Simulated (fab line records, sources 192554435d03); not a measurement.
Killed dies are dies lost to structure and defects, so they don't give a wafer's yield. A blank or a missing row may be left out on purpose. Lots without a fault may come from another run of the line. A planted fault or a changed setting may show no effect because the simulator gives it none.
Split-lot experiment | flow n5_finfet | 7 lots, 21 wafers read, on a route of 1938 steps

THE SPLIT
At N5_BEOL_M2_EXPOSE_25 (exposes mask V1, defocus 5 nm), the setting dose_mj was moved away from the recipe's 63 on 6 of the 21 wafers read, by -1.9% to +6.0%. The other wafers ran this setting at the recipe's value.

FROM THE SPLIT TO THE READING: what the file shows between them, 2 steps
- N5_BEOL_M2_PEB_26: peb time 60 s
- N5_BEOL_M2_DEVELOP_27: develop time 30 s

THE READING
cd_nm, in nm, at N5_BEOL_M2_CD_MEAS_28 (target cd 26.2 nm, target cd y 24.1 nm). Fault-free wafers of this fab line usually give 26.20 nm, standard deviation 0.23 nm.

wafer  | tool, chamber at the split | dose_mj as run | against the recipe | cd_nm, nm | against lot-mates on the recipe
L075.1 | euv_scanner-02, 0          | 61.81          | -1.9%              | 25.69     | -0.77
L075.2 | euv_scanner-02, 0          | 61.81          | -1.9%              | 25.85     | -0.61
L075.4 | euv_scanner-02, 0          | 63             | recipe             | 26.46     | -
L086.2 | euv_scanner-01, 0          | 63             | recipe             | 26.45     | -
L086.3 | euv_scanner-01, 0          | 63             | recipe             | 26.41     | -
L086.4 | euv_scanner-01, 0          | 63             | recipe             | 26.49     | -
L087.2 | euv_scanner-01, 0          | 63             | recipe             | 25.70     | -
L087.4 | euv_scanner-01, 0          | 63             | recipe             | 26.13     | -
L087.5 | euv_scanner-01, 0          | 63             | recipe             | 26.45     | -
L090.1 | euv_scanner-01, 0          | 63             | recipe             | 25.90     | -
L090.3 | euv_scanner-01, 0          | 63             | recipe             | 26.08     | -
L090.4 | euv_scanner-01, 0          | 66.81          | +6.0%              | 27.33     | +1.34
L092.2 | euv_scanner-01, 0          | 63             | recipe             | 26.63     | -
L092.3 | euv_scanner-01, 0          | 63             | recipe             | 26.41     | -
L092.5 | euv_scanner-01, 0          | 63             | recipe             | 26.50     | -
L091.1 | euv_scanner-02, 0          | 64.25          | +2.0%              | 26.83     | no lot-mate on the recipe
L091.3 | euv_scanner-02, 0          | 64.25          | +2.0%              | 26.72     | no lot-mate on the recipe
L091.5 | euv_scanner-02, 0          | 64.25          | +2.0%              | 26.83     | no lot-mate on the recipe
L093.1 | euv_scanner-02, 0          | 63             | recipe             | 26.31     | -
L093.4 | euv_scanner-02, 0          | 63             | recipe             | 26.21     | -
L093.5 | euv_scanner-02, 0          | 63             | recipe             | 26.37     | -

THE FIT
A straight line over all 21 wafers: cd_nm changes by +0.203 nm for each +1% of dose_mj; r = +0.82; the points scatter about the line by 0.23 nm.
The same after taking each lot's own level away (the mean of its wafers on the recipe; 18 wafers): +0.247 nm for each +1%; r = +0.92; scatter 0.17 nm.
On that fit, the largest move of dose_mj shifts the reading by 1.5 nm.
The lots' own levels span 25.990 to 26.513 nm, that is 2.3 times the standard deviation above.
So the lot-to-lot level changes the slope: the two fits differ.
Check: with one of the wafers moved furthest among these (+6.0%) left out of the fit, the line predicts +2.21 nm for it against its lot-mates. It came out at +1.34 nm against them.

OTHER SPLITS ON THESE WAFERS
These wafers also went through other splits before the reading. Each is held against what the fit with the lots' levels taken away leaves over:
other split on the same wafers          | wafers away from the commonest value | r with cd_nm (lot level and that fit taken away)
N5_GATE_CUT_ETCH_36 cf4_flow_sccm       | 9                                    | +0.05
N5_MOL_CONTACT_COAG_ETCHBACK_135 time_s | 7                                    | +0.22
N5_MOL_CONTACT_COAG_COAT_64 spin_rpm    | 4                                    | -0.11
N5_BEOL_M0_SAQP_PEB_12 peb_time_s       | 4                                    | +0.12
N5_BEOL_M0_ETCH_109 bias_w              | 3                                    | +0.09
N5_BEOL_M1_EXPOSE_25 dose_mj            | 8                                    | +0.41
N5_BEOL_M2_ETCH_64 bias_w               | 6                                    | -0.05
N5_BEOL_M2_COAT_22 spin_rpm             | 6                                    | +0.17

THE FILE'S OWN FIT
cd_nm changes by +0.235 nm for each +1% of dose_mj, r = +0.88.
